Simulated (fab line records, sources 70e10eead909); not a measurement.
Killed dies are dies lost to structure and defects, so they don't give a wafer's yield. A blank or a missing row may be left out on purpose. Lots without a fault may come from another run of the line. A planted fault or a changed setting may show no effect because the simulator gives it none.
One fault seen from 2 desks | flow nand_harc | each desk has only its own numbers; what lay behind them comes last

THE TOOL OWNER'S DESK: rie_diel-11
The tool's own readings at NHARC_P_CONTACT_ETCH_18 (etches the open film in C4F8/O2/Ar, target depth 481 nm, time 240.5 s): means of the sampled wafers that have a number, for each lot that ran on this tool. A lot is out of limits, marked OUT, if its mean lies more than 4 standard deviations from the usual mean; the brackets give that distance.
Columns: A = oes_product_au at NHARC_P_CONTACT_ETCH_18, usual 0.956 a.u.; B = rf_vpp_V at NHARC_P_CONTACT_ETCH_18, usual 980 V; C = run_length_s at NHARC_P_CONTACT_ETCH_18, usual 261.6 s
lot  | first seen here | A     | B   | C
L627 | day 5 03:08     | 0.963 | 983 | 261.5
L639 | day 10 05:08    | 0.965 | 983 | 206.8 (-99 or more) OUT
L641 | day 11 01:27    | 0.977 | 986 | 207.6 (-99 or more) OUT
L648 | day 14 01:28    | 0.973 | 982 | 261.8
L649 | day 14 07:55    | 0.963 | 982 | 261.7
This desk's finding: out of limits on L639, L641; first on L639, day 10 05:08 (run_length_s at NHARC_P_CONTACT_ETCH_18). In limits: L627, L648, L649.

THE DEFECT DESK
What the inspections along the route counted, lot by lot: means of the sampled wafers that have a number. A lot is out of limits, marked OUT, if its mean lies more than 4 standard deviations from the usual mean; the brackets give that distance.
Columns: A = raw_defect_count at NHARC_P_GATE_INSPECT_68, usual 186
lot  | first seen here | A
L627 | day 5 00:47     | 253
L626 | day 5 01:31     | 190
L628 | day 5 17:48     | 253
L629 | day 5 19:26     | 218
L630 | day 6 09:02     | 278
L631 | day 7 04:33     | 234
L634 | day 8 00:38     | 174
L638 | day 9 15:13     | 213
L639 | day 10 02:50    | 181
L641 | day 10 23:18    | 185
L646 | day 13 06:55    | 116
L647 | day 13 10:58    | 133
L648 | day 13 23:04    | 208
L649 | day 14 05:35    | 113
This desk's finding: nothing out of limits on any of the 14 lots.

PUT TOGETHER
The tool owner's desk could have raised an alarm at day 10 05:08, on L639, L641.
The defect desk saw nothing out of limits.
The defect desk has L639, L641 on record, within its limits.
Of the lots named, all ran NHARC_P_CONTACT_ETCH_18 on rie_diel-11.

WHAT THE SIMULATOR HAD PUT IN
Process parameter drift: rie_diel-11, from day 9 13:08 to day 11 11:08, at NHARC_P_CONTACT_ETCH_18. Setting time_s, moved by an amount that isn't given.
Lots struck among those shown: L639, L641.
Hours from the fault's start to each desk's first reading out of limits: the tool owner's desk, 16.
